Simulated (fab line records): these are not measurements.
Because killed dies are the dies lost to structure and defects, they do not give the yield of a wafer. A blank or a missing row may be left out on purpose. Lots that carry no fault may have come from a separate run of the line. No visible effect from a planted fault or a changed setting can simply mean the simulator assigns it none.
Which tool is to blame? -- flow n5 finfet -- 32 wafers from 11 lots sampled at 2 of the route's 1938 steps

WHAT EACH GAUGE READ, for each wafer
N5_BEOL_M6_CD_MEAS_28: target cd 40 nm.
lot,measured,on,cd nm (nm)
L762,day 9 20:10,cd sem-02,39.90 39.99 40.08
L767,day 12 16:22,cd sem-03,39.98 39.88 39.80
L768,day 12 23:04,cd sem-02,39.84 40.06 40.28
L769,day 13 06:55,cd sem-01,39.90 40.12
L776,day 14 16:58,cd sem-02,40.39 39.67 39.85
L777,day 14 20:25,cd sem-02,39.76 40.49 39.92
L779,day 15 21:19,cd sem-02,40.03 40.42 39.93
L781,day 15 21:36,cd sem-01,39.72 39.86 40.28
L780,day 16 00:46,cd sem-01,39.97 40.15 40.13
L782,day 16 04:34,cd sem-03,39.91 40.45 39.96
L783,day 16 06:46,cd sem-02,40.12 39.87 40.12

TOOL THAT RAN EACH LOT (tool first, then ch and the chambers of the sampled wafers, then the start)
lot,N5_BEOL_M6_STRIP_67
L762,"rie diel-03 ch 0,1,3, day 9 18:51"
L767,"rie diel-03 ch 0,2, day 12 14:16"
L768,"rie diel-01 ch 0,1,3, day 12 21:31"
L769,"rie diel-05 ch 1,2, day 13 04:07"
L776,"rie diel-05 ch 1,2, day 14 15:51"
L777,"rie diel-05 ch 0,2, day 14 18:37"
L779,"rie diel-01 ch 0,2,3, day 15 20:31"
L781,"rie diel-01 ch 0,2, day 15 20:50"
L780,"rie diel-05 ch 0,2,3, day 16 00:14"
L782,"rie diel-03 ch 1,2,3, day 16 00:40"
L783,"rie diel-03 ch 0,3, day 16 06:00"
- N5_BEOL_M6_STRIP_67: strips in CF4.

THE ANSWER, worked out from the rows above alone
Rule: the usual values come from the lots themselves. Put in order of their means at a reading, lots are off if they are a third of the lots or fewer, leave a main group of 4 or more, and stand apart from it by a gap of 3 or more times the standard deviation of the main group's means; of several such gaps the widest counts. A main group is skipped when, at the precision printed for the reading in the tables above, its means are all equal. Also off: a lot with no number at a reading for which 4 or more lots have one. Where the step has rows for the other lots, those lots are counted as sound.
No lot is off at any reading shown: from this, nothing can be told.

WHAT HAD BEEN PUT IN BY THE SIMULATOR
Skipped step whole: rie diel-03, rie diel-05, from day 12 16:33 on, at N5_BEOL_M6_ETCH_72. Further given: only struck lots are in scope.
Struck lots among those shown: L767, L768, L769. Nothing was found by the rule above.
